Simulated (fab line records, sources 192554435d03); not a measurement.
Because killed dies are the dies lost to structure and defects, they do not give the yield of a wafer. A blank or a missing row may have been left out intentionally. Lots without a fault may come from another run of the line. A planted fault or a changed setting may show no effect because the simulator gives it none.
Matching of chambers | flow n5-finfet | 4 sister chambers for N5_BEOL_M1_ETCH_69 on rie-diel-06
The step etches SiARC in CF4, target depth 15.6 nm, time 26 s. 4 wafers are shown with their chamber, then 10 later ones without.

== WAFERS, EACH WITH ITS CHAMBER ==
wafer  | chamber | showerhead-plenum-p-Torr (Torr)
L074.5 | 1       | 2.11
L087.5 | 0       | 2.15
L089.1 | 3       | 2.01
L089.2 | 2       | 2.12

== WAFERS MISSING THEIR CHAMBER ==
wafer  | showerhead-plenum-p-Torr (Torr)
L089.3 | 2.15
L090.1 | 2.11
L090.2 | 2.15
L090.3 | 2.01
L092.3 | 2.15
L092.4 | 2.12
L092.5 | 2.10
L093.1 | 2.15
L093.2 | 2.12
L093.5 | 2.10

== WHICH CHAMBER EACH ONE RAN IN ==
wafer  | from the rows above | in truth
L089.3 | 0                   | 0
L090.1 | 1                   | 1
L090.2 | 0                   | 0
L090.3 | 3                   | 3
L092.3 | 0                   | 0
L092.4 | 2                   | 2
L092.5 | 1                   | 1
L093.1 | 0                   | 0
L093.2 | 2                   | 2
L093.5 | 1                   | 1
10 of 10 placed correctly. Number that these rows cannot place: 0. Wrongly placed: 0.
How it was worked out, from the rows above alone: a wafer's distance from a chamber is the root of the sum, over the readings, of the square of ((its reading less the chamber's mean) divided by the reading's scatter). If the next closest chamber is less than 2 further off than the closest, the wafer can't be placed; otherwise it belongs to the closest. The mean given for a chamber averages the wafers shown for that chamber. The scatter: with one shown wafer a chamber, the root of the mean of the squares of how far each hidden wafer lies from its nearest shown one.
